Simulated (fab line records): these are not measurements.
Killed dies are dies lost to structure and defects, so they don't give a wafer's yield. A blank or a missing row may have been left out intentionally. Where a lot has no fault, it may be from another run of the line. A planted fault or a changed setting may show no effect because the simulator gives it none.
Matching of chambers ; flow nand harc ; 4 sister chambers for NHARC_A_SLIT_ETCH_29 on rie diel-07
The step etches the open film in CF4/O2, target depth 100 nm, overetch 10 nm, time 55 s. 14 wafers are shown with their chamber, then 6 later ones without.

== EACH WAFER AND ITS CHAMBER ==
wafer;chamber;oes product au (a.u.);bias w (W);rf vpp V (V)
L255.1;0;1.012;99.99;198.9
L255.4;1;1.005;99.96;199.0
L255.5;3;0.998;99.48;198.9
L257.3;1;1.002;100.28;198.8
L257.4;0;1.008;100.66;197.1
L257.5;0;1.004;99.90;198.2
L260.2;2;0.987;99.97;198.9
L260.4;3;1.002;99.31;198.2
L260.6;3;1.000;99.48;198.4
L268.4;2;0.991;100.05;200.4
L268.6;1;1.017;100.04;198.1
L272.3;1;1.008;99.75;199.4
L272.5;0;1.005;99.97;199.1
L272.6;3;1.001;99.99;197.6

SIGNATURES (averages over the wafers above)
reading;chamber 0;chamber 1;chamber 2;chamber 3;scatter within a chamber
oes product au;1.00725;1.00800;0.98900;1.00025;0.00426
bias w;100.1300;100.0075;100.0100;99.5650;0.28
rf vpp V;198.325;198.825;199.650;198.275;0.73
Rule: a wafer's distance from a chamber is the root of the sum, over the readings, of the square of ((its reading less the chamber's mean) divided by the reading's scatter). The wafer belongs to the nearest chamber; if the next one is less than 2 further off, it can't be placed. The scatter: take each reading less its chamber's mean, square it, sum over the shown wafers, divide by the number of wafers less the number of chambers, and take the root.

== WAFERS MISSING THEIR CHAMBER ==
wafer;oes product au (a.u.);bias w (W);rf vpp V (V)
L271.1;1.009;100.48;199.7
L271.2;1.004;100.17;199.2
L271.3;0.980;100.06;199.8
L273.1;0.975;100.46;198.4
L273.3;1.014;99.85;196.4
L273.4;1.019;100.18;199.5

== EACH ONE'S CHAMBER ==
wafer;from the rows above;in truth
L271.1;can't be placed: 1 or 0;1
L271.2;can't be placed: 1 or 0 or 3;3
L271.3;2;2
L273.1;2;2
L273.3;can't be placed: 0 or 1 or 3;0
L273.4;can't be placed: 1 or 0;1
Placed correctly: 2 of 6. Can't be placed from these rows: 4 (the true chamber is among the candidates in 4). Number placed wrongly: 0.
